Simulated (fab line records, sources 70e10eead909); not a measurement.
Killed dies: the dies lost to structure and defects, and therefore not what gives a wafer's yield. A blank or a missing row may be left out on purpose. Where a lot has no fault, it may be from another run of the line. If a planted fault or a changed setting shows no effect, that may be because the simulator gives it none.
fab line records + flow nand-harc
record
- lots=5
- wafers=15
- last-day=31
route steps=1302 shown A_CHANNEL_FILL_D1@513 A_DECK1_JOINT@518 END@1302
lots with no fault: from the same line, run without faults
start-h: start of the lot's first displayed wafer, in hours after the record's first day + wait-h: hours since the lot's step before + " unchanged from the row above + L1.1+2: several wafers, shown together as one row + - no value, or no start was given + * or withheld: withheld + < > ~ a bound
route shown NAME@n: NAME is a module with steps in the file, n the number in the route of the first one + usual: the fault-free wafers' mean and standard deviation + same: alike in all rows + chamber/n: place in a boat + sites: the reading at each site + _std_site: their standard deviation + _edge_site: outer sites' mean less inner sites' + radius-mm: for every site, how far away it sits from the centre of the wafer + mask NAME#n: copy n + behind: the tool/chamber that last shaped the wafer + hold: the reason the lot was held/the length of the hold in hours/how it ended + device: the transistor (n, p or np) that didn't switch + end of line: the same wafers' tests at the end of the route + a step without rows: its recipe alone + killed: at the first sort, the dies lost to defects and structure; wafer yield is something else + map: a wafer's dies, marking killed ones x, the rest . and places with no die _
set.NAME: the setting the step ran with; set.NAME@STEP: the setting that earlier step ran with + model.NAME: the simulator's own value behind a step, which no gauge read
lots at some steps of the route; a table a step, a row a wafer
services: a tool's chamber out of use, with start hour (start-h, from the record's first day; less than 0 if before it), hours out, and reason
## steps
# step NHARC_A_CHANNEL_FILL_D1_CMP_10
# recipe
- target-thk-nm=150
# usual
- motor-current-A=12.0/0.77
- slurry-flow-ml-min=150.1/0.49
- time-to-endpoint-s=15.5/2.7
| lot.wafer | tool   | chamber | start-h | wait-h | motor-current-A | slurry-flow-ml-min | time-to-endpoint-s |
|-----------|--------|---------|---------|--------|-----------------|--------------------|--------------------|
| L606.3    | cmp-03 | 3       | 242.99  | 0.4    | 12.0            | 150.0              | 10.6               |
| L606.2    | "      | 0       | "       | "      | 12.2            | 149.3              | 13.8               |
| L606.6    | "      | 0       | "       | "      | 11.4            | 149.7              | 11.7               |
| L608.2    | cmp-01 | 1       | 269.53  | 0.4    | 11.6            | 150.2              | 15.3               |
| L608.3    | "      | 2       | "       | "      | 11.0            | 149.8              | 14.3               |
| L608.1    | "      | 3       | "       | "      | 12.2            | 150.1              | 16.3               |
| L609.2    | cmp-03 | 3       | 275.79  | 0.4    | 11.7            | 149.8              | 15.6               |
| L609.4    | "      | 0       | "       | "      | 11.7            | 150.9              | 16.9               |
| L609.5    | "      | 3       | "       | "      | 12.1            | 150.2              | 12.0               |
| L613.3    | cmp-01 | 3       | 322.82  | 0.4    | 12.9            | 149.5              | 19.9               |
| L613.1    | "      | 0       | "       | "      | 12.0            | 149.2              | 20.0               |
| L613.4    | "      | 1       | "       | "      | 11.5            | 150.2              | 17.8               |
| L621.3    | cmp-01 | 2       | 401.26  | 0.4    | 11.4            | 150.6              | 12.2               |
| L621.1    | "      | 3       | "       | "      | 12.3            | 149.4              | 19.3               |
| L621.2    | "      | 1       | "       | "      | 11.7            | 150.0              | 14.3               |
# step NHARC_A_CHANNEL_FILL_D1_SRD_12
# step NHARC_A_CHANNEL_FILL_D1_INSPECT_13
# usual
- raw-defect-count=281/99
| lot.wafer | tool              | chamber | start-h | wait-h | raw-defect-count |
|-----------|-------------------|---------|---------|--------|------------------|
| L606.2    | defect-inspect-01 | -       | 243.41  | 0.0    | 302              |
| L606.3    | "                 | -       | "       | "      | 219              |
| L606.6    | "                 | -       | "       | "      | 263              |
| L608.1    | defect-inspect-01 | -       | 269.92  | 0.0    | 302              |
| L608.2    | "                 | -       | "       | "      | 166              |
| L608.3    | "                 | -       | "       | "      | 324              |
| L609.2    | defect-inspect-02 | -       | 276.23  | 0.0    | 343              |
| L609.4    | "                 | -       | "       | "      | 435              |
| L609.5    | "                 | -       | "       | "      | 417              |
| L613.1    | defect-inspect-02 | -       | 323.23  | 0.0    | 207              |
| L613.3    | "                 | -       | "       | "      | 171              |
| L613.4    | "                 | -       | "       | "      | 363              |
| L621.1    | defect-inspect-02 | -       | 401.67  | 0.0    | 188              |
| L621.2    | "                 | -       | "       | "      | 323              |
| L621.3    | "                 | -       | "       | "      | 179              |
# step NHARC_A_DECK1_JOINT_ETCHBACK_07
# recipe
- target-depth-a=1050
- time-s=26.9
- hbr-flow-sccm=150
- rf-w=350
- icp-w=350
- bias-w=60
- chemistry=HBr
# usual
- drypump-motor-current-A=5.8/0.34
- oes-product-au=1.000/0.0081
- throttle-valve-pct=23.265/0.0093
| lot.wafer | tool      | chamber | start-h | wait-h | drypump-motor-current-A | oes-product-au | rf-hours-counter-h | throttle-valve-pct |
|-----------|-----------|---------|---------|--------|-------------------------|----------------|--------------------|--------------------|
| L606.3    | rie-si-01 | 3       | 243.49  | 0.1    | 5.8                     | 1.011          | 0.2                | 23.262             |
| L606.2    | "         | 0       | "       | "      | 5.5                     | 0.988          | 0.3                | 23.271             |
| L606.6    | "         | 2       | "       | "      | 6.5                     | 0.992          | -                  | 23.256             |
| L608.2    | rie-si-04 | 2       | 269.98  | 0.1    | 5.4                     | 0.993          | 0.6                | 23.273             |
| L608.1    | "         | 3       | "       | "      | 5.7                     | 0.992          | 0.6                | 23.251             |
| L608.3    | "         | 0       | "       | "      | 5.8                     | 0.986          | 0.7                | 23.273             |
| L609.4    | rie-si-04 | 0       | 276.29  | 0.1    | 5.8                     | 0.999          | 0.7                | 23.263             |
| L609.2    | "         | 1       | "       | "      | 5.8                     | 1.005          | 0.7                | 23.263             |
| L609.5    | "         | 1       | "       | "      | 5.8                     | 1.006          | -                  | 23.252             |
| L613.4    | rie-si-01 | 1       | 323.29  | 0.1    | 6.2                     | 1.001          | 0.7                | 23.262             |
| L613.3    | "         | 2       | "       | "      | 6.6                     | 1.012          | 0.7                | 23.265             |
| L613.1    | "         | 0       | "       | "      | 5.5                     | 0.994          | 0.8                | 23.274             |
| L621.3    | rie-si-01 | 2       | 401.75  | 0.1    | 6.5                     | 0.997          | 0.1                | 23.254             |
| L621.2    | "         | 3       | "       | "      | 5.8                     | 0.997          | 0.1                | 23.273             |
| L621.1    | "         | 0       | "       | "      | 5.5                     | 1.008          | 0.1                | 23.250             |
# step NHARC_A_DECK1_JOINT_ETCH_25
# recipe
- target-depth-a=5
- chemistry=dHF
- material=SiO2
# step NHARC_A_DECK1_JOINT_ETCH_19
# recipe
- temp-c=25
- target-depth-a=30
- chemistry=TMAH
- material=poly-Si
# step NHARC_A_DECK1_JOINT_ETCH_18
# recipe
- target-depth-a=30
- chemistry=dHF
- material=SiO2
# step NHARC_A_DECK1_JOINT_WET_08
# recipe
- temp-c=160
- time-s=86
- chemistry=H3PO4
# step NHARC_A_DECK1_JOINT_ETCH_09
# recipe
- target-depth-a=50
- chemistry=dHF
- material=SiO2
# step NHARC_A_DECK1_JOINT_WET_10
# recipe
- temp-c=160
- time-s=86
- chemistry=H3PO4
# step NHARC_A_DECK1_JOINT_ETCH_11
# recipe
- target-depth-a=350
- chemistry=dHF
- material=SiO2
| lot.wafer  | tool         | chamber | start-h | wait-h |
|------------|--------------|---------|---------|--------|
| L606.6+3+2 | wet-bench-09 | 5,7,0   | 251.27  | 0.1    |
| L608.3+2+1 | wet-bench-09 | 6,7,0   | 275.22  | 0.1    |
| L609.4+2+5 | wet-bench-07 | 5,1,2   | 281.04  | 0.0    |
| L613.4+1+3 | wet-bench-07 | 2,4,5   | 328.11  | 0.0    |
| L621.1+2+3 | wet-bench-07 | 7,0,1   | 406.59  | 0.1    |
# step NHARC_A_DECK1_JOINT_CVD_12
# recipe
- target-thk-a=900
- temp-c=620
- pressure-mtorr=200
- time-s=1800
- material=poly-Si
# step NHARC_A_DECK1_JOINT_CMP_13
# recipe
- target-thk-nm=51.023
# usual
- motor-current-A=12.4/1.4
- slurry-flow-ml-min=150.0/0.47
- time-to-endpoint-s=9.5/2.6
| lot.wafer | tool   | chamber | start-h | wait-h | motor-current-A | slurry-flow-ml-min | time-to-endpoint-s |
|-----------|--------|---------|---------|--------|-----------------|--------------------|--------------------|
| L606.2    | cmp-02 | 2       | 256.83  | 0.4    | 16.0            | 150.3              | 7.7                |
| L606.3    | "      | 3       | "       | "      | 10.7            | 150.2              | 7.6                |
| L606.6    | "      | 0       | "       | "      | 15.4            | 150.3              | 13.7               |
| L608.2    | cmp-02 | 3       | 280.48  | 0.4    | 10.2            | 150.3              | 10.7               |
| L608.3    | "      | 0       | "       | "      | 15.2            | 149.3              | 13.4               |
| L608.1    | "      | 2       | "       | "      | 15.7            | 150.0              | 7.9                |
| L609.2    | cmp-01 | 0       | 286.58  | 0.4    | 13.1            | 149.9              | 15.1               |
| L609.4    | "      | 2       | "       | "      | 11.4            | 149.1              | 9.9                |
| L609.5    | "      | 0       | "       | "      | 12.6            | 150.0              | 10.6               |
| L613.4    | cmp-03 | 1       | 333.67  | 0.4    | 12.5            | 149.3              | 5.1                |
| L613.3    | "      | 2       | "       | "      | 11.5            | 150.4              | 11.5               |
| L613.1    | "      | 0       | "       | "      | 11.5            | 150.5              | 8.5                |
| L621.2    | cmp-03 | 0       | 411.92  | 0.4    | 11.2            | 149.5              | 11.2               |
| L621.1    | "      | 1       | "       | "      | 12.4            | 150.4              | 7.3                |
| L621.3    | "      | 2       | "       | "      | 11.6            | 150.5              | 12.4               |
# step NHARC_A_DECK1_JOINT_SRD_04
# step NHARC_A_DECK1_JOINT_ETCHBACK_00
# recipe
- target-depth-a=300
- time-s=17.4
- hbr-flow-sccm=150
- rf-w=350
- icp-w=350
- bias-w=60
- chemistry=HBr
# usual
- drypump-motor-current-A=5.8/0.39
- oes-product-au=1.002/0.0087
- throttle-valve-pct=23.267/0.0086
| lot.wafer | tool      | chamber | start-h | wait-h | drypump-motor-current-A | oes-product-au | rf-hours-counter-h | throttle-valve-pct |
|-----------|-----------|---------|---------|--------|-------------------------|----------------|--------------------|--------------------|
| L606.3    | rie-si-01 | 0       | 257.19  | 0.1    | 5.5                     | 0.988          | 0.4                | 23.274             |
| L606.2    | "         | 2       | "       | "      | 6.5                     | 0.997          | 0.3                | 23.274             |
| L606.6    | "         | 0       | "       | "      | 5.5                     | 0.989          | -                  | 23.259             |
| L608.2    | rie-si-01 | 1       | 280.87  | 0.1    | 6.2                     | 1.001          | 0.5                | 23.261             |
| L608.3    | "         | 2       | "       | "      | 6.5                     | 1.015          | 0.3                | 23.264             |
| L608.1    | "         | 0       | "       | "      | 5.5                     | 0.993          | 0.5                | 23.260             |
| L609.4    | rie-si-04 | 1       | 286.94  | 0.1    | 5.8                     | 1.003          | 0.9                | 23.259             |
| L609.2    | "         | 2       | "       | "      | 5.4                     | 0.992          | 0.8                | 23.269             |
| L609.5    | "         | 2       | "       | "      | 5.4                     | 0.999          | -                  | 23.274             |
| L613.4    | rie-si-06 | 3       | 334.06  | 0.1    | 6.2                     | 1.018          | 0.4                | 23.266             |
| L613.1    | "         | 0       | "       | "      | 5.6                     | 1.014          | 0.4                | 23.267             |
| L613.3    | "         | 1       | "       | "      | 5.3                     | 1.001          | 0.5                | 23.257             |
| L621.2    | rie-si-06 | 3       | 412.31  | 0.1    | 6.3                     | 0.993          | 0.8                | 23.275             |
| L621.3    | "         | 1       | "       | "      | 5.3                     | 0.995          | 1.0                | 23.258             |
| L621.1    | "         | 2       | "       | "      | 5.7                     | 1.003          | 0.9                | 23.265             |
# step NHARC_A_DECK1_JOINT_PRECLEAN_30
# recipe
- time-s=*
- temp-c=50
- bath-age-min=0
- chemistry=SC1
# step NHARC_A_DECK1_JOINT_SRD_31
# step NHARC_A_DECK1_JOINT_CVD_34
# recipe
- target-thk-a=200
- temp-c=700
- pressure-mtorr=300
- material=SiNx
# step NHARC_A_DECK1_JOINT_DEP_06
# recipe
- target-thk-a=800
- temp-c=65
- material=SiOx
# step NHARC_A_DECK1_JOINT_CURE_26
# recipe
- temp-c=150
- time-s=32
- pressure-atm=0.395
# step NHARC_A_DECK1_JOINT_ANNEAL_27
# recipe
- temp-c=400
- time-s=3600
- idle-temp-c=300
- ramp-up-c-per-min=10
- densification-p-h2o-torr=640
# step NHARC_A_DECK1_JOINT_ANNEAL_28
# recipe
- temp-c=500
- time-s=1800
- idle-temp-c=400
- ramp-up-c-per-min=10
- densification-p-h2o-torr=640
# step NHARC_A_DECK1_JOINT_ANNEAL_29
# recipe
- temp-c=750
- time-s=1800
- idle-temp-c=500
- ramp-up-c-per-min=10
- ramp-down-c-per-min=3
# step NHARC_A_DECK1_JOINT_CMP_02
# recipe
- material=SiOx
# usual
- motor-current-A=12.6/1.8
- slurry-flow-ml-min=150.0/0.47
| lot.wafer | tool   | chamber | start-h | wait-h | motor-current-A | slurry-flow-ml-min |
|-----------|--------|---------|---------|--------|-----------------|--------------------|
| L606.2    | cmp-01 | 0       | 282.74  | 0.4    | 12.3            | 149.1              |
| L606.3    | "      | 2       | "       | "      | 11.1            | 150.4              |
| L606.6    | "      | 1       | "       | "      | 11.6            | 150.2              |
| L608.3    | cmp-01 | 0       | 300.88  | 0.4    | 12.7            | 150.3              |
| L608.2    | "      | 1       | "       | "      | 10.9            | 149.7              |
| L608.1    | "      | 2       | "       | "      | 11.5            | 149.4              |
| L609.4    | cmp-02 | 3       | 307.96  | 0.4    | 10.4            | 149.6              |
| L609.2    | "      | 1       | "       | "      | 14.3            | 149.2              |
| L609.5    | "      | 3       | "       | "      | 10.3            | 149.9              |
| L613.4    | cmp-02 | 2       | 357.48  | 0.4    | 16.2            | 149.9              |
| L613.1    | "      | 3       | "       | "      | 10.5            | 149.2              |
| L613.3    | "      | 0       | "       | "      | 16.1            | 149.8              |
| L621.2    | cmp-02 | 0       | 440.08  | 0.4    | 16.2            | 150.6              |
| L621.1    | "      | 1       | "       | "      | 13.6            | 150.7              |
| L621.3    | "      | 2       | "       | "      | 15.8            | 150.3              |
# step NHARC_A_DECK1_JOINT_SRD_15
# step NHARC_A_DECK1_JOINT_DEP_16
# recipe
- target-thk-a=450
- temp-c=400
- pressure-torr=6.5
- rf-w=900
- teos-flow-sccm=161.4
- flow-sccm=2650
- target-thk-nm=45
- gas=O2
- material=SiO2
# step NHARC_A_DECK1_JOINT_INSPECT_05
# usual
- raw-defect-count=376/140
| lot.wafer | tool              | chamber | start-h | wait-h | raw-defect-count |
|-----------|-------------------|---------|---------|--------|------------------|
| L606.2    | defect-inspect-02 | -       | 283.45  | 0.0    | 314              |
| L606.3    | "                 | -       | "       | "      | 316              |
| L606.6    | "                 | -       | "       | "      | 323              |
| L608.1    | defect-inspect-01 | -       | 301.55  | 0.0    | 527              |
| L608.2    | "                 | -       | "       | "      | 504              |
| L608.3    | "                 | -       | "       | "      | 510              |
| L609.2    | defect-inspect-01 | -       | 308.64  | 0.0    | 602              |
| L609.4    | "                 | -       | "       | "      | 514              |
| L609.5    | "                 | -       | "       | "      | 815              |
| L613.1    | defect-inspect-02 | -       | 358.19  | 0.0    | 288              |
| L613.3    | "                 | -       | "       | "      | 272              |
| L613.4    | "                 | -       | "       | "      | 365              |
| L621.1    | defect-inspect-01 | -       | 440.76  | 0.0    | 262              |
| L621.2    | "                 | -       | "       | "      | 384              |
| L621.3    | "                 | -       | "       | "      | 185              |
# step NHARC_END_SORT_01
# recipe
- temp-c=25
# usual
- killed-at-array=63/17
- killed-at-other=0.8/1.1
- killed-at-periphery=3.5/3
- killed-dies=67/17
- killed-open=3.1/1.6
- killed-short=2.6/1.4
# same
- gross-dies=677
| lot.wafer | tool      | chamber | start-h | wait-h | killed-at-array | killed-at-other | killed-at-periphery | killed-dies | killed-open | killed-short |
|-----------|-----------|---------|---------|--------|-----------------|-----------------|---------------------|-------------|-------------|--------------|
| L613.1    | prober-02 | 0       | 650.40  | 2.5    | 665             | 4               | 8                   | 677         | 2           | 3            |
| L613.3    | prober-02 | 0       | 652.02  | 3.1    | 672             | 1               | 4                   | 677         | 6           | 3            |
| L613.4    | prober-02 | 0       | 652.82  | 3.4    | 672             | 0               | 5                   | 677         | 2           | 4            |
# killed by level:class
L613.1 A_DECK1_JOINT:area-etch=577 A_CHANNEL_HOLE_D1:chamber-film-flake=38 A_SLIT:chamber-film-flake=29 A_CHANNEL_HOLE_D2:chamber-film-flake=10 P_M0:chamber-film-flake=8 A_CONTACT:chamber-film-flake=3 A_ONON_D1:geometric-particle:open=2 STARTING-WAFER:geometric-particle:short=2
L613.3 A_DECK1_JOINT:area-etch=592 A_CHANNEL_HOLE_D1:chamber-film-flake=30 A_SLIT:chamber-film-flake=26 A_CHANNEL_HOLE_D2:chamber-film-flake=11 P_M0:chamber-film-flake=3 A_CONTACT:chamber-film-flake=3 A_CHANNEL_FILL_D1:geometric-particle:open=2 A_WL_FILL:geometric-particle:short=2
L613.4 A_DECK1_JOINT:area-etch=595 A_SLIT:chamber-film-flake=29 A_CHANNEL_HOLE_D1:chamber-film-flake=27 A_CHANNEL_HOLE_D2:chamber-film-flake=6 A_CHANNEL_FILL_D2:chamber-film-flake=4 P_M0:chamber-film-flake=3 A_CHANNEL_FILL_D2:geometric-particle:short=2 A_WL_FILL:chamber-film-flake=2
# map L613.1 (x killed, . not)
____________x____________
_________xxxxxxx_________
_______xxxxxxxxxxx_______
______xxxxxxxxxxxxx______
_____xxxxxxxxxxxxxxx_____
____xxxxxxxxxxxxxxxxx____
____xxxxxxxxxxxxxxxxx____
___xxxxxxxxxxxxxxxxxxx___
___xxxxxxxxxxxxxxxxxxx___
__xxxxxxxxxxxxxxxxxxxxx__
__xxxxxxxxxxxxxxxxxxxxx__
_xxxxxxxxxxxxxxxxxxxxxxx_
_xxxxxxxxxxxxxxxxxxxxxxx_
_xxxxxxxxxxxxxxxxxxxxxxx_
_xxxxxxxxxxxxxxxxxxxxxxx_
_xxxxxxxxxxxxxxxxxxxxxxx_
xxxxxxxxxxxxxxxxxxxxxxxxx
xxxxxxxxxxxxxxxxxxxxxxxxx
xxxxxxxxxxxxxxxxxxxxxxxxx
xxxxxxxxxxxxxxxxxxxxxxxxx
xxxxxxxxxxxxxxxxxxxxxxxxx
_xxxxxxxxxxxxxxxxxxxxxxx_
_xxxxxxxxxxxxxxxxxxxxxxx_
_xxxxxxxxxxxxxxxxxxxxxxx_
_xxxxxxxxxxxxxxxxxxxxxxx_
_xxxxxxxxxxxxxxxxxxxxxxx_
__xxxxxxxxxxxxxxxxxxxxx__
__xxxxxxxxxxxxxxxxxxxxx__
___xxxxxxxxxxxxxxxxxxx___
___xxxxxxxxxxxxxxxxxxx___
____xxxxxxxxxxxxxxxxx____
____xxxxxxxxxxxxxxxxx____
_____xxxxxxxxxxxxxxx_____
______xxxxxxxxxxxxx______
_______xxxxxxxxxxx_______
_________xxxxxxx_________
____________x____________
# map L606.2 (x killed, . not)
____________.____________
_________......._________
_______..........._______
______x............______
_____..............._____
____.................____
____.................____
___x..................___
___..x................___
__...x.................__
__....x................__
_......................x_
_....................xx._
_...........x..........._
_..................x...._
_...x.........xx..xxx..._
...................x.....
..................xx.....
.x....x...........x.....x
.............xxxx..x.....
.........x.....xxx.......
_............xxxx.x..x.._
_............x.x.x......_
_........x..xxx.xxxx...._
_...........xxxxxxx....._
_.............xxxx..x..._
__...x......x.x.xxxx...__
__.............x.......__
___...................___
___............x......___
____...........x.....____
____......x..........____
_____.....x.xx......_____
______.............______
_______..........._______
_________......._________
____________.____________
## services
| tool         | chamber | start-h | hours | kind   |
|--------------|---------|---------|-------|--------|
| cmp-02       | -       | 227.86  | 2.0   | repair |
| cmp-02       | -       | 230.98  | 0.3   | repair |
| rie-si-01    | 2       | 231.27  | 6.6   | repair |
| cmp-02       | -       | 233.09  | 4.0   | pm     |
| wet-bench-07 | -       | 247.18  | 7.0   | repair |
| wet-bench-07 | -       | 257.01  | 7.3   | repair |
| rie-si-04    | 3       | 259.19  | 3.1   | repair |
| cmp-03       | -       | 260.03  | 4.0   | pm     |
| cmp-01       | -       | 290.08  | 4.0   | pm     |
| cmp-01       | -       | 304.33  | 1.7   | repair |
| cmp-02       | -       | 319.28  | 10.9  | repair |
| cmp-02       | -       | 331.09  | 4.0   | pm     |
| cmp-02       | -       | 336.78  | 2.0   | repair |
| cmp-03       | -       | 358.01  | 2.4   | repair |
| cmp-01       | -       | 358.59  | 0.5   | repair |
| rie-si-01    | -       | 370.00  | 9.0   | pm     |
| cmp-01       | -       | 370.84  | 3.9   | repair |
| cmp-03       | -       | 376.75  | 7.5   | repair |
| cmp-02       | -       | 377.89  | 1.9   | repair |
| cmp-02       | -       | 384.13  | 0.4   | repair |
| cmp-01       | -       | 388.08  | 4.0   | pm     |
| cmp-02       | -       | 409.24  | 3.4   | repair |
| cmp-02       | -       | 429.15  | 4.0   | pm     |
| cmp-02       | -       | 435.15  | 0.5   | repair |
## key
first-sign
- step=NHARC_END_SORT_01
- reading=killed-dies
- direction=up
- sigmas=35
- usual=67
- struck=677
effect
- step=NHARC_END_SORT_01
- reading=killed-at-array
- direction=up
- sigmas=35
- usual=63
- struck=670
more-kills-born-at
- NHARC_A_DECK1_JOINT_ETCH_11@wet-bench-07=1764
met-at NHARC_A_DECK1_JOINT_ETCH_11
struck-wafers L613.1,L613.3,L613.4
later-rows-left-out L613.1,L613.3,L613.4
tester-left-out L613
onset-between 281.04 328.11
earlier-fault
- kind=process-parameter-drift
- tool=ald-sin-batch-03
- chamber=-
- onset-h=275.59
- steps=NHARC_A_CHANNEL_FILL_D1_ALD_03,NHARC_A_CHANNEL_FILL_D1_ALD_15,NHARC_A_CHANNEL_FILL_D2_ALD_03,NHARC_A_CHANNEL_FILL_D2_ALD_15
- channel=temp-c
- offset=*
- shape=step
- stated=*
fault
- kind=skipped-step-whole
- tool=wet-bench-07,wet-bench-09
- chamber=-
- onset-h=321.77
- steps=NHARC_A_DECK1_JOINT_ETCH_11
- scope=struck-lots-only
# tester-left-out: of these lots the tester's yield and bins aren't shown, on N5 and GAA mostly nor the transistor test; their killed dies are dies lost to structure and defects alone, not to doping, threshold or leakage, so they don't give the yield
# later-rows-left-out: the simulator's readings of these wafers behind a module that went badly wrong aren't trusted and aren't shown, but for the sort
